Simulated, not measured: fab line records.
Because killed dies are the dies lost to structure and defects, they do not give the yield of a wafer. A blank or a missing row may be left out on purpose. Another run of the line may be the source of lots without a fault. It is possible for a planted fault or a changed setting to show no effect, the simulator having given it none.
Matching of chambers	flow nand_harc	NHARC_A_CHANNEL_HOLE_D2_ETCH_44 on rie_diel-13 has 4 sister chambers
The step etches the open film in CF4/O2, target depth 140 nm, overetch 14 nm, time 77 s. 4 wafers are shown with their chamber, then 7 later ones without.

== WAFERS PAIRED WITH THEIR CHAMBERS ==
wafer	chamber	drypump_motor_current_A (A)
L362.6	3	6.1
L364.5	1	5.3
L366.3	2	5.5
L366.5	0	5.8

== WAFERS WHOSE CHAMBER IS MISSING ==
wafer	drypump_motor_current_A (A)
L366.6	6.0
L380.3	5.8
L380.4	5.5
L380.6	5.8
L381.2	6.0
L381.3	5.5
L381.4	5.3

== EACH ONE'S CHAMBER ==
wafer	from the rows above	in truth
L366.6	can't be placed: 3 or 0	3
L380.3	0	0
L380.4	2	2
L380.6	0	0
L381.2	can't be placed: 3 or 0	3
L381.3	2	2
L381.4	1	1
Correctly placed: 5 of 7. Not placeable from these rows: 2 (in 2, the candidates include the true chamber). Number placed wrongly: 0.
How it was worked out, from the rows above alone: a wafer's distance from a chamber is the root of the sum, over the readings, of the square of ((its reading less the chamber's mean) divided by the reading's scatter). The wafer belongs to the nearest chamber; if the next one is less than 2 further off, it can't be placed. Each chamber's mean is taken over the wafers shown for it. The scatter: root of mean squared gap, hidden wafer to nearest shown wafer, with one shown wafer a chamber.
